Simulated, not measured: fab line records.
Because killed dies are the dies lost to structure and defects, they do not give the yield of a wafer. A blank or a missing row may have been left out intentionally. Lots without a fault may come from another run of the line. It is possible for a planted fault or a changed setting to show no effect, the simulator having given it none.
fab line records	flow n5_finfet
record: lots: 7	wafers: 21
route steps=1938 shown BEOL_M13@1661 BEOL_M15@1776 MIM_BOT_ETCH@1866 PASSIVATION@1901
start_h: hours from the record's first day to the start of the lot's first wafer shown	wait_h: hours since the lot's step before	" unchanged from the row above	L1.1+2: one row covering several wafers at once	- no value, or no start was given	* or withheld: withheld	< > ~ a bound
route shown NAME@n: names a module that has steps shown in the file, with the first one's number in the route	usual: the fault-free wafers' mean and standard deviation	same: alike in all rows	chamber/n: place in a boat	sites: each site's reading	_std_site: the standard deviation of these	_edge_site: the outer-site mean with the inner-site mean subtracted	radius_mm: for every site, how far away it sits from the centre of the wafer	mask NAME#n: copy n	behind: tool/chamber where the wafer was last shaped	hold: why the lot went on hold/how many hours it stayed there/how the hold came to an end	device: whichever transistor did not switch (one of n, p or np)	end of line: the tests these same wafers got at the end of their route	step lacking rows: just its recipe	killed: not the wafer's yield, but the dies lost to structure and defects at the first sort	map: per-die view of a wafer (x killed, . not killed, _ where there is no die)
set.NAME: setting as actually run; set.NAME@STEP: the setting as run at that earlier step	model.NAME: the simulator's own value behind a step, which no gauge read
lots run with intentionally changed settings; tables by step, rows by wafer
== steps ==
step: N5_BEOL_M13_COAT_58
recipe: resist: BARC	temp_c: 205	time_s: 60	spin_rpm: 1500	resist_thk_nm: 89
lot.wafer	tool	chamber	start_h	wait_h	set.spin_rpm	model.BARC_of_BEOL_M13_COAT_58.thk_nm
L076.1	litho_track-01	0	242.16	0.0	1664	84.6
L076.2	"	0	"	"	1500	89.2
L076.4	"	0	"	"	1500	89
L078.2+3+5	litho_track-02	0	254.90	0.0	1500	88.4
L086.1	litho_track-01	0	304.58	0.0	1500	88.4
L086.3	"	0	"	"	1432	91
L086.6	"	0	"	"	1500	88.6
L085.4	litho_track-02	0	312.46	0.0	1500	88.8
L085.5	"	0	"	"	1500	89
L085.6	"	0	"	"	1335	94.2
L093.2	litho_track-01	0	361.84	0.0	1500	88.8
L093.4	"	0	"	"	1500	89.6
L093.6	"	0	"	"	1500	89.2
L092.1+2	litho_track-05	0	362.85	0.0	1356	93.4
L092.5	"	0	"	"	1500	88.8
L096.2+3	litho_track-05	0	395.94	0.0	1385	92.6
L096.4	"	0	"	"	1500	89
step: N5_BEOL_M13_COAT_04
recipe: spin_rpm: 1625	resist_thk_nm: 400
step: N5_BEOL_M13_EBR_06
recipe: solvent: PGMEA	ebr_width_mm: 1.5
step: N5_BEOL_M13_DESCUM_15
recipe: chemistry: O2	time_s: 7.9	source_power_w: 50	bias_power_w: 20	pressure_mtorr: 20	rf_frequency_hz: 2.712e+07	temp_c: 40	o2_flow_sccm: 225
step: N5_BEOL_M13_ETCH_59
recipe: chemistry: N2/H2	target: BARC	target_depth_a: 890	overetch_a: 267	time_s: 67.9	ion_energy_ev: 200	pressure_mtorr: 30	source_w: 840	bias_w: 150	n2_flow_sccm: 200	h2_flow_sccm: 200
lot.wafer	tool	chamber	start_h	wait_h	set.spin_rpm@BEOL_M13_COAT_58	model.etch.depth_nm
L076.1	rie_diel-04	1	242.56	0.0	1664	84.5
L076.2	"	2	"	"	1500	89.14
L076.4	"	0	"	"	1500	88.99
L078.2	rie_diel-04	2	255.53	0.0	1500	88.43
L078.3	"	0	"	"	1500	88.4
L078.5	"	3	"	"	1500	88.5
L086.1	rie_diel-04	0	305.44	0.0	1500	88.43
L086.3	"	2	"	"	1432	90.95
L086.6	"	1	"	"	1500	88.59
L085.4	rie_diel-01	1	312.98	0.0	1500	88.81
L085.5	"	3	"	"	1500	88.93
L085.6	"	0	"	"	1335	94.23
L093.2	rie_diel-03	0	362.23	0.0	1500	88.89
L093.4	"	1	"	"	1500	89.56
L093.6	"	3	"	"	1500	89.21
L092.1	rie_diel-04	2	364.13	0.0	1356	93.44
L092.2	"	0	"	"	1356	93.5
L092.5	"	3	"	"	1500	88.72
L096.2+3	rie_diel-03	0,3	396.34	0.0	1385	92.53
L096.4	"	2	"	"	1500	89.09
step: N5_BEOL_M13_VIA_ETCH_16
recipe: chemistry: C4F8/O2/Ar	target: SiOC	pressure_mtorr: 30	source_w: 3000	bias_w: 700	Ar_flow_sccm: 400	C4F8_flow_sccm: 15	O2_flow_sccm: 8	he_inner_torr: 15	he_outer_torr: 30	target_depth_a: 9217	time_s: withheld	ion_energy_ev: 250	ends: cleared
lot.wafer	tool	chamber	start_h	wait_h	set.time_s@BEOL_M13_ILD_DEP_00	model.etch.depth_nm	model.coat_of_BEOL_M13_COAT_04.thk_nm
L076.1	rie_diel-04	1	242.62	0.0	*	770.1	91.6
L076.2	"	2	"	"	*	837.5	71.2
L076.4	"	0	"	"	*	786.3	82.2
L078.2	rie_diel-04	2	255.58	0.0	*	854	67.6
L078.3	"	0	"	"	*	833.1	70
L078.5	"	3	"	"	*	853.6	68.2
L086.1	rie_diel-04	0	305.49	0.0	*	936.7	40.2
L086.3	"	2	"	"	*	919.2	50
L086.6	"	1	"	"	*	867.9	63.6
L085.4	rie_diel-01	1	313.03	0.0	*	909.8	48.8
L085.5	"	3	"	"	*	913	49.8
L085.6	"	0	"	"	*	848.7	66.4
L093.2	rie_diel-03	0	362.28	0.0	*	850.1	67
L093.4	"	1	"	"	*	857.3	63
L093.6	"	3	"	"	*	738.7	98.6
L092.1	rie_diel-04	2	364.18	0.0	*	842	71
L092.2	"	0	"	"	*	891.7	52
L092.5	"	3	"	"	*	859.9	66.6
L096.2	rie_diel-03	0	396.39	0.0	*	847.6	67.8
L096.3	"	3	"	"	*	846.8	67.4
L096.4	"	2	"	"	*	860.7	65.4
step: N5_BEOL_M13_STRIP_63
recipe: chemistry: N2/H2	power_w: 1000	temp_c: 250	h2_frac: 0.65	overash_fraction: 0.3	pressure_mtorr: 1000	n2_flow_sccm: 1750	h2_flow_sccm: 3250
usual: strip_time_to_endpoint_s: 27.4/1.1
lot.wafer	tool	chamber	start_h	wait_h	set.time_s@BEOL_M13_ILD_DEP_00	strip_time_to_endpoint_s
L076.1	plasma_asher-01	0	242.85	-	152.1	33.9
L076.2	"	1	"	"	166.4	28.0
L076.4	"	1	"	"	152.1	31.2
L078.2	plasma_asher-02	0	255.82	-	166.4	27.0
L078.3	"	0	"	"	166.4	27.7
L078.5	"	1	"	"	166.4	27.1
L086.1	plasma_asher-01	0	305.73	-	181.8	18.4
L086.3	"	0	"	"	181.8	21.6
L086.6	"	0	"	"	166.4	25.7
L085.4	plasma_asher-02	0	313.29	-	179	21.2
L085.5	"	0	"	"	179	21.5
L085.6	"	1	"	"	166.4	26.6
L093.2	plasma_asher-02	0	362.52	-	166.4	26.8
L093.4	"	0	"	"	166.4	25.6
L093.6	"	1	"	"	141.5	35.8
L092.1	plasma_asher-01	0	364.41	-	166.4	28.0
L092.2	"	1	"	"	178.4	22.2
L092.5	"	1	"	"	166.4	26.7
L096.2	plasma_asher-01	0	396.62	-	166.4	27.0
L096.3	"	1	"	"	166.4	26.9
L096.4	"	0	"	"	166.4	26.3
step: N5_BEOL_M13_STRIP_64
recipe: chemistry: N2/H2	power_w: 1000	temp_c: 250	h2_frac: 0.65	overash_fraction: 0.3	pressure_mtorr: withheld	n2_flow_sccm: 1750	h2_flow_sccm: 3250
usual: strip_time_to_endpoint_s: 31.29/0.083
lot.wafer	tool	chamber	start_h	wait_h	set.spin_rpm@BEOL_M13_COAT_58	strip_time_to_endpoint_s
L076.1	plasma_asher-01	0	242.91	0.0	1664	30.03
L076.2	"	1	"	"	1500	31.35
L076.4	"	1	"	"	1500	31.29
L078.2	plasma_asher-02	0	255.88	0.0	1500	31.15
L078.3	"	0	"	"	1500	31.13
L078.5	"	1	"	"	1500	31.17
L086.1	plasma_asher-01	0	305.79	0.0	1500	31.16
L086.3	"	0	"	"	1432	31.87
L086.6	"	0	"	"	1500	31.18
L085.4	plasma_asher-02	0	313.35	0.0	1500	31.27
L085.5	"	0	"	"	1500	31.28
L085.6	"	1	"	"	1335	32.80
L093.2	plasma_asher-02	0	362.58	0.0	1500	31.28
L093.4	"	0	"	"	1500	31.47
L093.6	"	1	"	"	1500	31.35
L092.1	plasma_asher-01	0	364.47	0.0	1356	32.59
L092.2	"	1	"	"	1356	32.59
L092.5	"	1	"	"	1500	31.25
L096.2	plasma_asher-01	0	396.68	0.0	1385	32.31
L096.3	"	1	"	"	1385	32.32
L096.4	"	0	"	"	1500	31.34
step: N5_BEOL_M15_COAT_04
recipe: spin_rpm: 1704	resist_thk_nm: 800
lot.wafer	tool	chamber	start_h	wait_h	set.spin_rpm	model.coat_of_BEOL_M15_COAT_04.thk_nm
L076.1	litho_track-03	0	-	-	1704	803.4
L076.2	"	0	"	"	1704	801.8
L076.4	"	0	"	"	1595	826.4
L078.2+5	litho_track-03	0	-	-	1704	804.8
L078.3	"	0	"	"	1704	802
L086.1	litho_track-03	0	-	-	1704	799
L086.3	"	0	"	"	1775	780.8
L086.6	"	0	"	"	1704	798.8
L085.4	litho_track-03	0	-	-	1704	798.4
L085.5	"	0	"	"	1704	798.6
L085.6	"	0	"	"	1704	796.8
L093.2	litho_track-05	0	-	-	1704	796
L093.4	"	0	"	"	1704	797.4
L093.6	"	0	"	"	1704	795.6
L092.1	litho_track-05	0	-	-	1704	798.8
L092.2	"	0	"	"	1704	799.4
L092.5	"	0	"	"	1704	801.4
L096.2	litho_track-05	0	-	-	1530	844.6
L096.3	"	0	"	"	1704	798.4
L096.4	"	0	"	"	1530	843.6
step: N5_BEOL_M15_EBR_06
recipe: solvent: PGMEA	ebr_width_mm: 1.5
step: N5_BEOL_M15_SOFTBAKE_05
recipe: temp_c: 130	time_s: 60
step: N5_BEOL_M15_DESCUM_15
recipe: chemistry: O2	time_s: 7.9	source_power_w: 50	bias_power_w: 20	pressure_mtorr: 20	rf_frequency_hz: 2.712e+07	temp_c: 40	o2_flow_sccm: 225
step: N5_BEOL_M15_ETCH_59
recipe: chemistry: N2/H2	target: BARC	target_depth_a: 890	overetch_a: 267	time_s: 67.9	ion_energy_ev: 200	pressure_mtorr: 30	source_w: 840	bias_w: 150	n2_flow_sccm: 200	h2_flow_sccm: 200
lot.wafer	tool	chamber	start_h	wait_h	set.spin_rpm@BEOL_M15_COAT_04	model.coat_of_BEOL_M15_COAT_04.thk_nm
L076.1	rie_diel-01	2	252.51	0.0	1704	717.8
L076.2	"	1	"	"	1704	719.4
L076.4	"	0	"	"	1595	743.6
L078.2	rie_diel-03	0	267.69	0.0	1704	721.2
L078.3	"	3	"	"	1704	721.8
L078.5	"	3	"	"	1704	724.4
L086.1	rie_diel-04	3	316.24	0.0	1704	718.8
L086.3	"	1	"	"	1775	700.4
L086.6	"	0	"	"	1704	714.8
L085.4	rie_diel-04	0	324.80	0.0	1704	714.4
L085.5	"	3	"	"	1704	718
L085.6	"	0	"	"	1704	713
L093.2+4	rie_diel-01	3,0	375.60	0.0	1704	714.6
L093.6	"	1	"	"	1704	711
L092.1	rie_diel-03	3	376.12	0.0	1704	717
L092.2	"	2	"	"	1704	718.2
L092.5	"	1	"	"	1704	718
L096.2	rie_diel-03	0	407.40	0.0	1530	763.8
L096.3	"	3	"	"	1704	717
L096.4	"	1	"	"	1530	760.4
step: N5_BEOL_M15_TRENCH_ETCH_34
recipe: chemistry: C4F8/O2/Ar	target: SiO2	target_depth_a: 8729.3	he_inner_torr: 15	he_outer_torr: 30	time_s: 199	ion_energy_ev: 800	pressure_mtorr: 20	source_w: 1905	bias_w: 2040	Ar_flow_sccm: 400	C4F8_flow_sccm: 16	O2_flow_sccm: 12
lot.wafer	tool	chamber	start_h	wait_h	set.time_s	model.etch.depth_nm	model.coat_of_BEOL_M15_COAT_22.thk_nm
L076.1	rie_diel-03	1	254.02	0.0	228.5	1021	508.4
L076.2	"	3	"	"	199	862.2	542.6
L076.4	"	0	"	"	199	886.8	536.2
L078.2	rie_diel-04	3	270.41	0.0	199	849.2	552.4
L078.3	"	2	"	"	199	871.1	543.8
L078.5	"	1	"	"	199	871.7	548
L086.1	rie_diel-01	2	318.17	0.0	179.3	806.4	557.4
L086.3	"	0	"	"	199	873.2	544.4
L086.6	"	1	"	"	199	854.1	548
L085.4	rie_diel-04	2	326.32	0.0	199	862.2	545.4
L085.5	"	1	"	"	223	971.4	523
L085.6	"	2	"	"	223	969.4	522
L093.2	rie_diel-03	1	377.27	0.0	199	886.5	540.4
L093.4	"	0	"	"	236.3	1047	505.8
L093.6	"	0	"	"	236.3	1037	509
L092.1	rie_diel-04	0	377.91	0.0	212.7	950.3	525
L092.2	"	1	"	"	199	853.5	546.2
L092.5	"	2	"	"	199	859.6	542
L096.2	rie_diel-01	0	408.91	0.0	241.6	1050	513.2
L096.3	"	1	"	"	199	897.8	541.4
L096.4	"	2	"	"	199	896.2	540.8
step: N5_BEOL_M15_STRIP_36
recipe: chemistry: O2	power_w: 600	temp_c: 60	pressure_mtorr: 30	rf_frequency_hz: 6e+07	bias_power_w: 0	overash_fraction: 0.3	o2_flow_sccm: 225
step: N5_BEOL_M15_ECD_47
recipe: material: Cu	target_thk_a: 18600
step: N5_BEOL_M15_ANNEAL_48
recipe: temp_c: 225	time_s: 90	ambient: N2
step: N5_BEOL_M15_CMP_49
recipe: stop_on: SiO2	t_overpolish_s: 4.9	down_force_psi: 2	platen_rpm: 80	clearing_platen_down_force_psi: 2	clearing_platen_rpm: 80	post_cmp_clean: cu_alkaline	target_thk_nm: 850	clearing_platen_pad_velocity_m_s: 1.5917	pad_velocity_m_s: 1.5917
lot.wafer	tool	chamber	start_h	wait_h	set.time_s@BEOL_M15_TRENCH_ETCH_34	model.Cu_of_BEOL_M15_ECD_47.thk_nm
L076.4	cmp-04	2	257.58	0.2	199	865
L076.1	"	3	"	"	228.5	996.8
L076.2	"	0	"	"	199	839.8
L078.2	cmp-01	1	271.95	0.2	199	824.4
L078.3	"	3	"	"	199	849
L078.5	"	2	"	"	199	848.6
L086.1	cmp-02	3	320.65	0.4	179.3	784
L086.3	"	2	"	"	199	850.6
L086.6	"	0	"	"	199	833.4
L085.4	cmp-01	2	331.70	0.1	199	840
L085.5	"	2	"	"	223	948.2
L085.6	"	3	"	"	223	946.6
L093.2	cmp-01	2	380.58	0.2	199	862.8
L093.4	"	0	"	"	236.3	1022
L093.6	"	1	"	"	236.3	1013
L092.2	cmp-01	0	380.85	0.2	199	829.4
L092.1	"	1	"	"	212.7	926
L092.5	"	0	"	"	199	835.4
L096.2	cmp-01	3	418.05	0.2	241.6	1026
L096.3	"	0	"	"	199	873.6
L096.4	"	1	"	"	199	872.4
step: N5_BEOL_M15_THK_MEAS_50
recipe: thk_meas_gauge: xrf	reads: Cu_of_BEOL_M15_ECD_47
usual: M15_THK: 847/16
lot.wafer	tool	chamber	start_h	wait_h	set.time_s@BEOL_M15_TRENCH_ETCH_34	M15_THK[nm]
L076.1	film_metro-01	-	257.84	-	228.5	992
L076.2	"	-	"	"	199	836
L076.4	"	-	"	"	199	855
L078.2	film_metro-01	-	272.25	-	199	833
L078.3	"	-	"	"	199	855
L078.5	"	-	"	"	199	858
L086.1	film_metro-02	-	320.94	-	179.3	785
L086.3	"	-	"	"	199	853
L086.6	"	-	"	"	199	836
L085.4	film_metro-02	-	332.00	-	199	841
L085.5	"	-	"	"	223	953
L085.6	"	-	"	"	223	950
L093.2	film_metro-02	-	380.83	-	199	857
L093.4	"	-	"	"	236.3	1021
L093.6	"	-	"	"	236.3	1013
L092.1	film_metro-02	-	381.10	-	212.7	915
L092.2	"	-	"	"	199	822
L092.5	"	-	"	"	199	828
L096.2	film_metro-02	-	418.31	-	241.6	1010
L096.3	"	-	"	"	199	863
L096.4	"	-	"	"	199	862
step: N5_BEOL_M15_PRE_CLEAN_52
recipe: gas: NH3	time_s: 15	temp_c: withheld	rf_power_w: 300
step: N5_BEOL_M15_DEP_53
recipe: material: SiCN	target_thk_a: 500	temp_c: withheld	precursor: 3MS/NH3	pressure_torr: 3	rf_w: 675	time_s: 17.8
step: N5_BEOL_M15_RS_MEAS_54
recipe: thk_meas_gauge: four-point-probe	reads: Cu_of_BEOL_M15_ECD_47+Ta_of_BEOL_M15_SPUTTER_44+TaN_of_BEOL_M15_SPUTTER_43
usual: M15_RS: 0.0216/0.00041
lot.wafer	tool	chamber	start_h	wait_h	set.time_s@BEOL_M15_TRENCH_ETCH_34	M15_RS[ohm/sq]
L076.1	film_metro-02	-	257.97	0.0	228.5	0.0183
L076.2	"	-	"	"	199	0.0219
L076.4	"	-	"	"	199	0.0212
L078.2	film_metro-01	-	272.38	0.1	199	0.0222
L078.3	"	-	"	"	199	0.0215
L078.5	"	-	"	"	199	0.0215
L086.1	film_metro-02	-	321.07	0.0	179.3	0.0234
L086.3	"	-	"	"	199	0.0215
L086.6	"	-	"	"	199	0.0221
L085.4	film_metro-02	-	332.13	0.0	199	0.0219
L085.5	"	-	"	"	223	0.0193
L085.6	"	-	"	"	223	0.0193
L093.2	film_metro-02	-	380.96	0.1	199	0.0212
L093.4	"	-	"	"	236.3	0.0179
L093.6	"	-	"	"	236.3	0.0180
L092.1	film_metro-02	-	381.23	0.0	212.7	0.0197
L092.2	"	-	"	"	199	0.0221
L092.5	"	-	"	"	199	0.0219
L096.2	film_metro-01	-	418.44	0.1	241.6	0.0178
L096.3	"	-	"	"	199	0.0209
L096.4	"	-	"	"	199	0.0210
step: N5_MIM_BOT_ETCH_ETCH_04
recipe: chemistry: CF4/O2	target: SiNx	target_depth_a: 260	time_s: 13	ion_energy_ev: 100	pressure_mtorr: 40	source_w: 535	bias_w: 49	Ar_flow_sccm: 100	cf4_flow_sccm: 100	O2_flow_sccm: 10
usual: rf_vpp_V: 238/3.6
lot.wafer	tool	chamber	start_h	wait_h	set.source_w	rf_vpp_V	model.etch.depth_nm
L076.1	rie_diel-05	1	262.32	0.0	603.3	228	29.35
L076.2	"	2	"	"	603.3	230	28.75
L076.4	"	2	"	"	535	245	25.68
L078.2	rie_diel-06	2	278.90	0.0	535	234	26.24
L078.3	"	0	"	"	535	234	26.31
L078.5	"	0	"	"	535	235	26.02
L086.1	rie_diel-05	0	325.11	0.0	573.4	228	27.43
L086.3	"	3	"	"	573.4	231	25.96
L086.6	"	3	"	"	535	239	24.32
L085.4	rie_diel-02	2	335.68	0.0	619.6	216	29.77
L085.5	"	1	"	"	619.6	220	29.99
L085.6	"	0	"	"	535	240	26.51
L093.2	rie_diel-02	0	384.74	0.0	535	241	25.97
L093.4	"	2	"	"	535	231	25.82
L093.6	"	0	"	"	589	230	28.18
L092.1	rie_diel-06	1	387.03	0.0	475.7	256	23.96
L092.2	"	0	"	"	535	238	27.22
L092.5	"	0	"	"	475.7	254	24.45
L096.2	rie_diel-06	0	426.04	0.0	535	239	26.65
L096.3	"	2	"	"	535	234	26.57
L096.4	"	3	"	"	494.8	247	24.44
step: N5_PASSIVATION_EXPOSE_27
recipe: mask_id: PAD	na: 0.55	source_shape: conventional	sigma_outer: 0.8	polarization: unpolarized	defocus_nm: 0	dose_mj: 32.3
lot.wafer	tool	chamber	start_h	wait_h	mask	set.dose_mj
L076.1+2	krf_scanner-01	0	266.52	-	PAD#0	32.3
L076.4	"	0	"	"	PAD#0	33.57
L078.2+3+5	krf_scanner-02	0	283.88	-	PAD#0	32.3
L086.1+3+6	krf_scanner-02	0	331.78	-	PAD#0	32.3
L085.4+5+6	krf_scanner-02	0	341.82	-	PAD#0	32.3
L093.2+4+6	krf_scanner-02	0	393.69	-	PAD#0	32.3
L092.1+2	krf_scanner-02	0	394.22	-	PAD#0	30.15
L092.5	"	0	"	"	PAD#0	32.3
L096.2	krf_scanner-02	0	432.54	-	PAD#0	31.51
L096.3+4	"	0	"	"	PAD#0	32.3
step: N5_PASSIVATION_PEB_28
recipe: peb_temp_c: withheld	peb_time_s: *
step: N5_PASSIVATION_DEVELOP_29
recipe: develop_time_s: 60	rinse_liquid: diw	dry: air_spin	dev_temp_c: 21
step: N5_PASSIVATION_HARDBAKE_31
recipe: temp_c: 130	time_s: 120
step: N5_PASSIVATION_CD_MEAS_30
recipe: target_cd_nm: 4000	landing_energy_ev: 500	detector: se_inlens	polarity: opening
usual: cd_nm: 4000.7/2.2
lot.wafer	tool	chamber	start_h	wait_h	set.dose_mj@PASSIVATION_EXPOSE_27	cd_nm
L076.1	cd_sem-02	0	266.70	-	32.3	3996.7
L076.2	"	0	"	"	32.3	4000.2
L076.4	"	0	"	"	33.57	4006.1
L078.2	cd_sem-03	0	284.06	-	32.3	3999.7
L078.3	"	0	"	"	32.3	4000.5
L078.5	"	0	"	"	32.3	3997.8
L086.1	cd_sem-02	0	331.96	-	32.3	4002.2
L086.3	"	0	"	"	32.3	3999.7
L086.6	"	0	"	"	32.3	4004.5
L085.4	cd_sem-01	0	341.99	-	32.3	4000.8
L085.5	"	0	"	"	32.3	3999.5
L085.6	"	0	"	"	32.3	3999.9
L093.2	cd_sem-03	0	393.86	-	32.3	3998.9
L093.4	"	0	"	"	32.3	3998.3
L093.6	"	0	"	"	32.3	3999.4
L092.1	cd_sem-01	0	394.40	-	30.15	3986.9
L092.2	"	0	"	"	30.15	3987.2
L092.5	"	0	"	"	32.3	4001.0
L096.2	cd_sem-02	0	432.71	-	31.51	3995.9
L096.3	"	0	"	"	32.3	4001.9
L096.4	"	0	"	"	32.3	4001.0
step: N5_PASSIVATION_ETCH_59
recipe: chemistry: Cl2/BCl3	target: TaN	target_depth_a: 650	time_s: 34.9	ion_energy_ev: 100	pressure_mtorr: 10	icp_w: 900	bias_w: 100	Cl2_flow_sccm: 60	bcl3_flow_sccm: 30
lot.wafer	tool	chamber	start_h	wait_h	set.time_s	model.etch.depth_nm
L076.1	rie_metal-02	1	267.27	0.3	34.9	62.81
L076.2	"	0	"	"	32.18	60.62
L076.4	"	1	"	"	34.9	62.84
L078.2	rie_metal-01	1	284.70	0.3	34.9	65
L078.3	"	1	"	"	34.9	64.42
L078.5	"	1	"	"	34.9	64.47
L086.1	rie_metal-02	0	332.53	0.3	28.19	52.55
L086.3	"	1	"	"	34.9	62.55
L086.6	"	0	"	"	28.19	52.96
L085.4	rie_metal-01	1	342.91	0.2	34.9	65.89
L085.5	"	0	"	"	34.9	65.67
L085.6	"	1	"	"	41.44	77.88
L093.2	rie_metal-02	1	394.55	0.3	38.65	69.52
L093.4	"	1	"	"	34.9	62.81
L093.6	"	0	"	"	38.65	73.06
L092.1	rie_metal-01	1	395.38	0.7	34.9	65.13
L092.2	"	1	"	"	34.9	64.97
L092.5	"	1	"	"	34.9	65.14
L096.2	rie_metal-03	0	433.29	0.3	31.72	58.28
L096.3	"	1	"	"	34.9	66.08
L096.4	"	0	"	"	34.9	64.12
== key ==
split: step: N5_BEOL_M13_COAT_58	setting: spin_rpm	stated: 1500	by: wafer
response: step: N5_BEOL_M13_COAT_58	reading: model.BARC_of_BEOL_M13_COAT_58.thk_nm	change: -0.463	per: 1%	r: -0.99
response: step: N5_BEOL_M13_ETCH_59	reading: model.etch.depth_nm	change: -0.466	per: 1%	r: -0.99
response: step: N5_BEOL_M13_STRIP_64	reading: strip_time_to_endpoint_s	change: *	per: 1%	r: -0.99
split: step: N5_BEOL_M15_COAT_04	setting: spin_rpm	stated: 1704	by: wafer
response: step: N5_BEOL_M15_COAT_04	reading: model.coat_of_BEOL_M15_COAT_04.thk_nm	change: -4.27	per: 1%	r: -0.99
response: step: N5_BEOL_M15_ETCH_59	reading: model.coat_of_BEOL_M15_COAT_04.thk_nm	change: -4.24	per: 1%	r: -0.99
split: step: N5_BEOL_M15_TRENCH_ETCH_34	setting: time_s	stated: 199	by: wafer
response: step: N5_BEOL_M15_TRENCH_ETCH_34	reading: model.etch.depth_nm	change: +8.24	per: 1%	r: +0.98
response: step: N5_BEOL_M15_TRENCH_ETCH_34	reading: model.coat_of_BEOL_M15_COAT_22.thk_nm	change: -1.66	per: 1%	r: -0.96
response: step: N5_BEOL_M15_CMP_49	reading: model.Cu_of_BEOL_M15_ECD_47.thk_nm	change: +8.21	per: 1%	r: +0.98
response: step: N5_BEOL_M15_THK_MEAS_50	reading: M15_THK	change: +8.23	per: 1%	r: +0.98
response: step: N5_BEOL_M15_RS_MEAS_54	reading: M15_RS	change: -0.000181	per: 1%	r: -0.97
split: step: N5_MIM_BOT_ETCH_ETCH_04	setting: source_w	stated: 535	by: wafer
response: step: N5_MIM_BOT_ETCH_ETCH_04	reading: rf_vpp_V	change: -1.29	per: 1%	r: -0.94
response: step: N5_MIM_BOT_ETCH_ETCH_04	reading: model.etch.depth_nm	change: +0.25	per: 1%	r: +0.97
split: step: N5_PASSIVATION_EXPOSE_27	setting: dose_mj	stated: 32.3	by: wafer
response: step: N5_PASSIVATION_CD_MEAS_30	reading: cd_nm	change: +2.07	per: 1%	r: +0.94
split: step: N5_PASSIVATION_ETCH_59	setting: time_s	stated: 34.9	by: wafer
response: step: N5_PASSIVATION_ETCH_59	reading: model.etch.depth_nm	change: +0.597	per: 1%	r: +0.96
split outside_this_file step=N5_BEOL_M13_ILD_DEP_00 setting=time_s
split outside_this_file: this setting was split too, and the file shows its column; the key of that split is in another file
